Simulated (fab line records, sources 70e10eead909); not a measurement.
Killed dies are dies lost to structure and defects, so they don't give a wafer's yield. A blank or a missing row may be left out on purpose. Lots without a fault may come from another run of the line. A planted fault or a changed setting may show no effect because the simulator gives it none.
Which tool did it? | flow nand_harc | 24 lots, 72 wafers sampled, at 1 step of a route of 1302

WHAT THE GAUGES READ, wafer by wafer
NHARC_A_SLIT_CD_MEAS_09: target cd 300 nm. Usual: cd_nm 300.1 nm, standard deviation 0.72.
lot  | measured     | on        | cd_nm (nm)        | flag
L074 | day 20 11:08 | cd_sem-02 | 299.8 300.0 299.9 |
L076 | day 20 11:18 | cd_sem-02 | 300.6 301.1 301.4 |
L075 | day 20 11:27 | cd_sem-03 | 299.0 299.3 300.1 |
L078 | day 21 10:59 | cd_sem-01 | 301.1 301.1 300.8 |
L077 | day 21 11:26 | cd_sem-01 | 299.9 299.1 299.3 |
L079 | day 21 14:28 | cd_sem-03 | 300.8 300.7 300.8 |
L082 | day 22 03:56 | cd_sem-03 | 300.0 299.9 299.8 |
L080 | day 22 04:50 | cd_sem-03 | 299.7 299.6 299.2 |
L081 | day 22 05:47 | cd_sem-01 | 299.4 298.8 300.4 |
L083 | day 23 23:32 | cd_sem-01 | 300.9 300.3 300.0 |
L084 | day 24 09:04 | cd_sem-03 | 298.6 298.7 299.6 |
L086 | day 24 19:04 | cd_sem-02 | 300.7 300.9 299.5 |
L085 | day 24 19:13 | cd_sem-02 | 300.2 299.5 299.3 |
L087 | day 25 16:02 | cd_sem-01 | 300.6 301.0 300.5 |
L089 | day 26 03:32 | cd_sem-01 | 298.9 299.3 299.5 |
L088 | day 26 04:32 | cd_sem-02 | 300.2 299.7 298.7 |
L090 | day 27 10:54 | cd_sem-03 | 300.9 300.7 299.8 |
L091 | day 27 19:55 | cd_sem-02 | 301.0 301.4 299.8 |
L092 | day 27 20:46 | cd_sem-01 | 301.0 300.2 301.0 |
L093 | day 28 02:19 | cd_sem-02 | 299.5 299.6 299.2 |
L094 | day 28 03:13 | cd_sem-02 | 300.5 299.9 299.7 |
L095 | day 28 15:30 | cd_sem-01 | 301.3 300.5 301.0 |
L096 | day 28 15:40 | cd_sem-03 | 300.5 300.3 300.5 |
L097 | day 29 00:57 | cd_sem-01 | 299.6 300.5 299.8 |

WHICH TOOL RAN EACH LOT (tool, then ch and the chambers of the sampled wafers, then the start)
The record holds no process step before these readings.

WHAT THE TOOLS THEMSELVES READ (means of the sampled wafers that have a number; where no wafer has one, the mark that the record gives instead)
The record holds no such reading with a usual standard deviation.

THE ANSWER, worked out from the rows above alone
Rule: a lot is off if the mean of its wafers that have a number lies more than 3 standard deviations from the usual mean. A lot without any number at a reading at which 4 lots or more have one is off too. The other lots that the step has rows for count as sound. The gauges are gone through in route order, then the tools' own readings, and for those a lot's mean is taken as printed above. The first step at which some lot is off is used, and at that step the reading that is off furthest; a lot without a number counts as furthest.
No lot is off at any reading shown: from this, nothing can be told.

WHAT THE SIMULATOR HAD PUT IN
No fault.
